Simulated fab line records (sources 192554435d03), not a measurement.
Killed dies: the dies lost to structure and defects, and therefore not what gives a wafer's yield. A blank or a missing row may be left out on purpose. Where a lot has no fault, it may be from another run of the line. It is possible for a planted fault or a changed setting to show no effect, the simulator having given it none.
fab line records | flow n5_finfet
record lots=7 | wafers=21 | last_day=18
route steps=1938 shown BEOL_M2@863
lots with no fault: from the same line, run without faults
start_h: hours from the record's first day to the start of the lot's first wafer shown | wait_h: how many hours have passed since the lot's step before this one | " identical to the entry in the row above | L1.1+2: a single row standing in for several wafers | - no value, or no start was given | * or withheld: withheld | < > ~ a bound
route shown NAME@n: a module of which the file shows steps, and the number in the route of the first | usual: average and standard deviation across the fault-free wafers | same: alike in all rows | chamber/n: place in a boat | sites: each site's reading | _std_site: the values' standard deviation | _edge_site: inner sites' mean taken away from outer sites' mean | radius_mm: how far each site lies from the wafer's centre | mask NAME#n: copy n | behind: the most recent tool/chamber to have shaped the wafer | hold: the reason the lot was held/the length of the hold in hours/how it ended | device: whichever transistor did not switch (one of n, p or np) | end of line: tests run on the same wafers once the route is complete | where a step has no rows: the recipe by itself | killed: not the wafer's yield, but the dies lost to structure and defects at the first sort | map: dies across one wafer; x = killed, . = not, _ = none there
set.NAME: the setting as run; set.NAME@STEP: as run at that earlier step | model.NAME: the simulator's own value behind a step, which no gauge read
a table for each step, a row for each wafer; lots at some steps of the route
services: a tool's chamber out of use, with start hour (start_h, from the record's first day; less than 0 if before it), hours out, and reason
## steps
# step N5_BEOL_M2_STRIP_66
# recipe chemistry=CF4 | resist=SiARC | power_w=300 | bias_power_w=75 | pressure_mtorr=50 | cf4_flow_sccm=150 | rf_frequency_hz=6e+07
# usual drypump_motor_current_A=5.6/0.52 | oes_product_au=0.81/0.08 | power_w=300.1/0.95 | rf_fwd_power_W=292.6/0.88 | rf_vpp_V=271.7/1.7 | showerhead_plenum_p_Torr=1.82/0.068 | throttle_valve_pct=13.51/0.22
lot.wafer | tool        | chamber | start_h | wait_h | drypump_motor_current_A | oes_product_au | power_w | rf_fwd_power_W | rf_hours_counter_h | rf_vpp_V | showerhead_plenum_p_Torr | throttle_valve_pct
L199.2    | rie_diel-03 | 0       | 146.02  | 0.0    | 5.5                     | 0.68           | 301.8   | 292.0          | 242                | 272.0    | 1.77                     | 13.74
L199.3    | "           | 2       | "       | "      | 5.3                     | 0.73           | 300.3   | 292.5          | 189                | 268.9    | 1.71                     | 13.72
L199.6    | "           | 1       | "       | "      | 6.4                     | 0.87           | 300.2   | 293.5          | -                  | 274.1    | 1.89                     | 13.42
L206.2    | rie_diel-01 | 1       | 190.52  | 0.0    | 5.1                     | 0.86           | 300.7   | 291.5          | 39                 | 273.0    | 1.90                     | 13.44
L206.3    | "           | 2       | "       | "      | 5.3                     | 0.89           | 300.4   | 293.1          | 22                 | 273.9    | 1.90                     | 13.35
L206.4    | "           | 3       | "       | "      | 6.3                     | 0.87           | 301.1   | 294.7          | 32                 | 272.1    | 1.76                     | 13.50
L214.2    | rie_diel-01 | 3       | 241.93  | 0.0    | 6.3                     | 0.84           | 300.9   | 292.6          | 51                 | 269.9    | 1.75                     | 13.53
L214.3    | "           | 2       | "       | "      | 5.3                     | 0.86           | 299.0   | 290.9          | 41                 | 273.9    | 1.90                     | 13.39
L214.4    | "           | 1       | "       | "      | 5.1                     | 0.83           | 300.8   | 293.4          | 56                 | 274.3    | 1.90                     | 13.48
L215.1    | rie_diel-04 | 1       | 242.84  | 0.0    | 5.0                     | 0.85           | 300.0   | 292.1          | 46                 | 272.2    | 1.89                     | 13.23
L215.5    | "           | 1       | "       | "      | 5.0                     | 0.84           | 299.7   | 293.2          | -                  | 272.9    | 1.89                     | 13.24
L215.6    | "           | 2       | "       | "      | 6.1                     | 0.77           | 301.7   | 292.4          | -                  | 271.6    | 1.80                     | 13.39
L216.1    | rie_diel-04 | 2       | 259.74  | 0.0    | 6.1                     | 0.75           | 300.7   | 292.6          | 121                | 271.7    | 1.80                     | 13.43
L216.3    | "           | 3       | "       | "      | 6.0                     | 0.91           | 299.8   | 294.4          | 21                 | 273.7    | 1.90                     | 13.45
L216.6    | "           | 3       | "       | "      | 6.0                     | 0.91           | 301.0   | 292.9          | -                  | 273.8    | 1.90                     | 13.45
L219.2    | rie_diel-03 | 0       | 276.27  | 0.0    | 5.5                     | 0.90           | 299.9   | 292.6          | 34                 | 270.3    | 1.76                     | 13.27
L219.4    | "           | 1       | "       | "      | 6.5                     | 0.81           | 300.0   | 293.1          | 96                 | 273.5    | 1.88                     | 13.55
L219.5    | "           | 1       | "       | "      | 6.5                     | 0.80           | 300.9   | 291.2          | -                  | 272.4    | 1.88                     | 13.55
L220.1    | rie_diel-03 | 0       | 284.63  | 0.0    | 5.5                     | 0.89           | 301.5   | 292.5          | 36                 | 268.9    | 1.76                     | 13.26
L220.3    | "           | 3       | "       | "      | 4.8                     | 0.69           | 301.0   | 293.5          | 237                | 273.0    | 1.84                     | 13.97
L220.5    | "           | 0       | "       | "      | 5.5                     | 0.89           | 302.1   | 293.7          | -                  | 270.2    | 1.76                     | 13.29
# step N5_BEOL_M2_HM_OPEN_17
# recipe chemistry=Cl2/BCl3 | target_depth_a=200 | overetch_a=60 | target=TiN | mask_material=SOC | ion_energy_ev=150 | pressure_mtorr=10 | icp_w=1000 | bias_w=126 | Cl2_flow_sccm=53.25 | bcl3_flow_sccm=21.75 | Ar_flow_sccm=25
# usual drypump_motor_current_A=5.6/0.38 | oes_product_au=0.67/0.074 | rf_fwd_power_W=993/4.7 | throttle_valve_pct=22.12/0.14
lot.wafer | tool         | chamber | start_h | wait_h | drypump_motor_current_A | oes_product_au | rf_fwd_power_W | rf_hours_counter_h | throttle_valve_pct
L199.2    | rie_metal-02 | 1       | 146.06  | 0.0    | 5.5                     | 0.59           | 987            | 76                 | 22.06
L199.3    | "            | 1       | "       | "      | 5.5                     | 0.59           | 993            | -                  | 22.07
L199.6    | "            | 0       | "       | "      | 6.0                     | 0.77           | 1002           | -                  | 21.97
L206.2    | rie_metal-01 | 1       | 190.57  | 0.0    | 6.2                     | 0.52           | 1000           | 129                | 22.22
L206.3    | "            | 1       | "       | "      | 6.2                     | 0.52           | 996            | -                  | 22.23
L206.4    | "            | 0       | "       | "      | 5.5                     | 0.77           | 997            | -                  | 22.10
L214.2    | rie_metal-02 | 1       | 241.98  | 0.0    | 5.6                     | 0.57           | 992            | 84                 | 22.09
L214.3    | "            | 1       | "       | "      | 5.6                     | 0.58           | 991            | -                  | 22.10
L214.4    | "            | 0       | "       | "      | 6.0                     | 0.74           | 999            | -                  | 21.98
L215.1    | rie_metal-02 | 1       | 242.88  | 0.0    | 5.5                     | 0.57           | 991            | 84                 | 22.09
L215.5    | "            | 0       | "       | "      | 6.0                     | 0.73           | 993            | -                  | 21.98
L215.6    | "            | 1       | "       | "      | 5.5                     | 0.58           | 987            | -                  | 22.08
L216.1    | rie_metal-02 | 1       | 259.78  | 0.0    | 5.5                     | 0.56           | 983            | 86                 | 22.10
L216.3    | "            | 0       | "       | "      | 6.0                     | 0.72           | 997            | -                  | 22.01
L216.6    | "            | 1       | "       | "      | 5.5                     | 0.55           | 989            | -                  | 22.12
L219.2    | rie_metal-02 | 0       | 276.31  | 0.0    | 6.0                     | 0.73           | 990            | 25                 | 21.99
L219.4    | "            | 0       | "       | "      | 6.0                     | 0.73           | 997            | -                  | 21.99
L219.5    | "            | 0       | "       | "      | 6.0                     | 0.73           | 990            | -                  | 21.96
L220.1    | rie_metal-03 | 1       | 284.67  | 0.0    | 5.8                     | 0.64           | 984            | 56                 | 22.05
L220.3    | "            | 0       | "       | "      | 4.9                     | 0.65           | 990            | -                  | 22.38
L220.5    | "            | 0       | "       | "      | 4.9                     | 0.66           | 991            | -                  | 22.40
# step N5_BEOL_M2_STRIP_19
# recipe chemistry=O2 | power_w=400 | temp_c=40 | pressure_mtorr=30 | rf_frequency_hz=6e+07 | bias_power_w=0 | overash_fraction=0.2 | o2_flow_sccm=225
# usual drypump_motor_current_A=5.6/0.51 | oes_product_au=0.83/0.078 | rf_vpp_V=3.6/0.42 | showerhead_plenum_p_Torr=2.13/0.085 | throttle_valve_pct=16.62/0.16
lot.wafer | tool        | chamber | start_h | wait_h | drypump_motor_current_A | oes_product_au | rf_hours_counter_h | rf_vpp_V | showerhead_plenum_p_Torr | throttle_valve_pct
L199.2    | rie_diel-03 | 0       | 146.27  | 0.2    | 5.5                     | 0.67           | 242                | 4.1      | 2.06                     | 16.69
L199.3    | "           | 2       | "       | "      | 5.3                     | 0.73           | 190                | 4.1      | 1.99                     | 16.74
L199.6    | "           | 3       | "       | "      | 4.9                     | 0.73           | -                  | 3.7      | 2.17                     | 16.95
L206.2    | rie_diel-01 | 1       | 190.68  | 0.1    | 5.1                     | 0.88           | 39                 | 3.0      | 2.23                     | 16.54
L206.3    | "           | 3       | "       | "      | 6.3                     | 0.89           | 33                 | 3.4      | 2.06                     | 16.65
L206.4    | "           | 0       | "       | "      | 5.7                     | 0.80           | 97                 | 3.8      | 2.11                     | 16.57
L214.2    | rie_diel-01 | 0       | 242.09  | 0.1    | 5.7                     | 0.78           | 114                | 3.3      | 2.11                     | 16.59
L214.3    | "           | 3       | "       | "      | 6.3                     | 0.87           | 52                 | 4.8      | 2.05                     | 16.70
L214.4    | "           | 2       | "       | "      | 5.4                     | 0.88           | 41                 | 3.2      | 2.23                     | 16.52
L215.1    | rie_diel-04 | 3       | 242.99  | 0.1    | 6.1                     | 0.93           | 16                 | 4.0      | 2.22                     | 16.55
L215.5    | "           | 2       | "       | "      | 6.1                     | 0.78           | -                  | 4.2      | 2.12                     | 16.54
L215.6    | "           | 1       | "       | "      | 5.0                     | 0.85           | -                  | 4.4      | 2.22                     | 16.37
L216.1    | rie_diel-01 | 1       | 259.96  | 0.1    | 5.1                     | 0.85           | 63                 | 3.5      | 2.22                     | 16.61
L216.3    | "           | 0       | "       | "      | 5.7                     | 0.78           | 120                | 3.9      | 2.11                     | 16.61
L216.6    | "           | 0       | "       | "      | 5.8                     | 0.78           | -                  | 3.8      | 2.11                     | 16.61
L219.2    | rie_diel-01 | 1       | 276.42  | 0.1    | 5.1                     | 0.85           | 67                 | 2.7      | 2.22                     | 16.61
L219.4    | "           | 0       | "       | "      | 5.7                     | 0.78           | 123                | 4.0      | 2.11                     | 16.62
L219.5    | "           | 1       | "       | "      | 5.1                     | 0.84           | -                  | 3.3      | 2.22                     | 16.60
L220.1    | rie_diel-01 | 3       | 284.78  | 0.1    | 6.3                     | 0.83           | 65                 | 4.1      | 2.05                     | 16.71
L220.3    | "           | 1       | "       | "      | 5.1                     | 0.83           | 69                 | 3.8      | 2.21                     | 16.61
L220.5    | "           | 3       | "       | "      | 6.3                     | 0.83           | -                  | 3.8      | 2.05                     | 16.73
# step N5_BEOL_M2_CD_MEAS_18
# recipe pitch_nm=36 | target_cd_nm=18
# usual cd_nm=18.02/0.29
lot.wafer | tool      | chamber | start_h | wait_h | cd_nm
L199.2    | cd_sem-02 | -       | 146.34  | 0.1    | 18.56
L199.3    | "         | -       | "       | "      | 18.35
L199.6    | "         | -       | "       | "      | 18.35
L206.2    | cd_sem-01 | -       | 190.76  | 0.1    | 18.13
L206.3    | "         | -       | "       | "      | 18.10
L206.4    | "         | -       | "       | "      | 17.67
L214.2    | cd_sem-02 | -       | 242.16  | 0.1    | 18.54
L214.3    | "         | -       | "       | "      | 18.45
L214.4    | "         | -       | "       | "      | 18.27
L215.1    | cd_sem-01 | -       | 243.06  | 0.0    | 17.98
L215.5    | "         | -       | "       | "      | 17.96
L215.6    | "         | -       | "       | "      | 18.21
L216.1    | cd_sem-03 | -       | 260.03  | 0.0    | 17.83
L216.3    | "         | -       | "       | "      | 18.11
L216.6    | "         | -       | "       | "      | 18.15
L219.2    | cd_sem-03 | -       | 276.49  | 0.1    | 18.13
L219.4    | "         | -       | "       | "      | 18.01
L219.5    | "         | -       | "       | "      | 17.82
L220.1    | cd_sem-01 | -       | 284.85  | 0.0    | 18.50
L220.3    | "         | -       | "       | "      | 17.83
L220.5    | "         | -       | "       | "      | 18.33
# step N5_BEOL_M2_COAT_67
# recipe resist=SOC | temp_c=250 | time_s=60 | spin_rpm=1500 | resist_thk_nm=60
# step N5_BEOL_M2_COAT_68
# recipe resist=SiARC | temp_c=220 | time_s=60 | spin_rpm=1500 | resist_thk_nm=12
# step N5_BEOL_M2_COAT_76
# recipe resist=underlayer | temp_c=205 | time_s=60 | spin_rpm=1500 | resist_thk_nm=5
# step N5_BEOL_M2_COAT_22
# recipe resist=CAR-EUV | spin_rpm=1500 | resist_thk_nm=30
# step N5_BEOL_M2_EBR_24
# recipe solvent=PGMEA | ebr_width_mm=1.5
# step N5_BEOL_M2_SOFTBAKE_23
# recipe temp_c=110 | time_s=60 | resist=CAR-EUV
# step N5_BEOL_M2_EXPOSE_25
# recipe mask_id=V1 | na=0.33 | source_shape=quasar | sigma_inner=0.2 | sigma_outer=0.8 | polarization=unpolarized | defocus_nm=5 | dose_mj=63
# step N5_BEOL_M2_PEB_26
# recipe peb_temp_c=100 | peb_time_s=60 | resist=CAR-EUV
# step N5_BEOL_M2_DEVELOP_27
# recipe develop_time_s=30 | developer=TMAH | resist=CAR-EUV | rinse_liquid=surfactant_rinse | dry=air_spin | dev_temp_c=23
# usual chill_plate_temp_C=23.00/0.11 | develop_time_s=30/0
lot.wafer | tool           | chamber | start_h | wait_h | chill_plate_temp_C | develop_time_s | model.CAR-EUV_of_BEOL_M2_COAT_22.thk_nm
L199.2    | litho_track-05 | 0       | 146.60  | -      | 22.91              | 30             | 29.6
L199.3    | "              | 0       | "       | "      | 23.12              | 30             | 29.8
L199.6    | "              | 0       | "       | "      | 23.11              | 30             | 29.6
L206.2    | litho_track-05 | 0       | 191.14  | -      | 23.12              | 30             | 29.4
L206.3    | "              | 0       | "       | "      | 22.91              | 30             | 29.4
L206.4    | "              | 0       | "       | "      | 22.95              | 30             | 29.4
L214.2    | litho_track-04 | -       | 242.56  | -      | -                  | -              | 30
L214.3    | "              | -       | "       | "      | -                  | -              | 30.2
L214.4    | "              | -       | "       | "      | -                  | -              | 30
L215.1    | litho_track-05 | -       | 243.32  | -      | -                  | -              | 30
L215.5    | "              | -       | "       | "      | -                  | -              | 30.2
L215.6    | "              | -       | "       | "      | -                  | -              | 30.2
L216.1    | litho_track-02 | -       | 260.41  | -      | -                  | -              | 29.8
L216.3    | "              | -       | "       | "      | -                  | -              | 29.8
L216.6    | "              | -       | "       | "      | -                  | -              | 29.8
L219.2    | litho_track-05 | 0       | 276.75  | -      | 22.99              | 30             | 29.6
L219.4    | "              | 0       | "       | "      | 22.98              | 30             | 29.6
L219.5    | "              | 0       | "       | "      | 23.07              | 30             | 29.6
L220.1    | litho_track-04 | 0       | 285.11  | -      | 23.13              | 30             | 29.4
L220.3    | "              | 0       | "       | "      | 22.97              | 30             | 29.6
L220.5    | "              | 0       | "       | "      | 23.09              | 30             | 29.6
# step N5_BEOL_M2_CD_MEAS_28
# recipe target_cd_nm=26.2 | landing_energy_ev=500 | detector=se_inlens | target_cd_y_nm=24.1 | polarity=opening
# usual cd_nm=26.24/0.24
lot.wafer | tool      | chamber | start_h | wait_h | cd_nm
L199.2    | cd_sem-01 | 0       | 146.66  | -      | 26.73
L199.3    | "         | 0       | "       | "      | 26.18
L199.6    | "         | 0       | "       | "      | 26.08
L206.2    | cd_sem-02 | 0       | 191.20  | -      | 26.14
L206.3    | "         | 0       | "       | "      | 26.10
L206.4    | "         | 0       | "       | "      | 26.16
L214.2    | cd_sem-03 | 0       | 242.62  | -      | -
L214.3    | "         | 0       | "       | "      | -
L214.4    | "         | 0       | "       | "      | -
L215.1    | cd_sem-03 | 0       | 243.38  | -      | -
L215.5    | "         | 0       | "       | "      | -
L215.6    | "         | 0       | "       | "      | -
L216.1    | cd_sem-03 | 0       | 260.47  | -      | -
L216.3    | "         | 0       | "       | "      | -
L216.6    | "         | 0       | "       | "      | -
L219.2    | cd_sem-02 | 0       | 276.81  | -      | 26.09
L219.4    | "         | 0       | "       | "      | 26.06
L219.5    | "         | 0       | "       | "      | 26.33
L220.1    | cd_sem-01 | 0       | 285.17  | -      | 26.10
L220.3    | "         | 0       | "       | "      | 25.92
L220.5    | "         | 0       | "       | "      | 26.57
## services
tool           | chamber | start_h | hours | kind
rie_metal-03   | -       | 125.32  | 1.4   | pm
litho_track-04 | -       | 127.60  | -     | consumable_replace:filter
rie_diel-01    | -       | 129.43  | 10.9  | repair
rie_diel-04    | 3       | 138.33  | 9.4   | repair
rie_diel-01    | 2       | 143.52  | 8.2   | repair
rie_diel-03    | 0       | 165.44  | -     | clean
rie_diel-03    | 0       | 165.44  | -     | consumable_replace:focus_ring
rie_diel-03    | 0       | 165.44  | 20.8  | scheduled_down
rie_diel-03    | 0       | 165.44  | 20.8  | vent_cycle
litho_track-04 | -       | 166.05  | -     | consumable_replace:filter
rie_metal-03   | 0       | 173.53  | 3.5   | repair
rie_metal-03   | 0       | 179.32  | 4.5   | repair
rie_diel-04    | 3       | 182.81  | -     | clean
rie_diel-04    | 3       | 182.81  | -     | consumable_replace:focus_ring
rie_diel-04    | 3       | 182.81  | -     | consumable_replace:showerhead
rie_diel-04    | 3       | 182.81  | 17.6  | scheduled_down
rie_diel-04    | 3       | 182.81  | 17.6  | vent_cycle
rie_metal-01   | 1       | 206.10  | -     | clean
rie_metal-01   | 1       | 206.10  | 26.7  | scheduled_down
rie_metal-01   | 1       | 206.10  | 26.7  | vent_cycle
rie_diel-01    | 0       | 264.71  | 3.7   | repair
rie_metal-03   | -       | 270.81  | 0.8   | repair
rie_metal-01   | -       | 272.06  | 14.6  | pm
## key
first_sign step=N5_BEOL_M2_DEVELOP_27 | reading=tool_record | direction=missing
effect none on later readings
model_effect step=N5_BEOL_M2_DEVELOP_27 | value=CAR-EUV_of_BEOL_M2_COAT_22.thk_nm | without=29.51 | struck=30
met_at N5_BEOL_M2_DEVELOP_27
struck_wafers L214.2,L214.3,L214.4,L215.1,L215.5,L215.6,L216.1,L216.3,L216.6
later_rows_left_out L214.2,L214.3,L214.4,L215.1,L215.5,L215.6,L216.1,L216.3,L216.6
sort_left_out L214.2,L214.3,L214.4,L215.1,L215.5,L215.6,L216.1,L216.3,L216.6
onset_between 191.14 242.56
fault kind=skipped_step_whole | tool=litho_track-02,litho_track-04,litho_track-05 | chamber=- | onset_h=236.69 | steps=N5_BEOL_M2_DEVELOP_27 | scope=struck_lots_only
# sort_left_out: the simulated sort isn't trusted on such a fault, so these wafers' sort isn't shown, and their yield isn't known
# later_rows_left_out: the simulator's readings of these wafers behind a module that went badly wrong aren't trusted and aren't shown, but for the sort
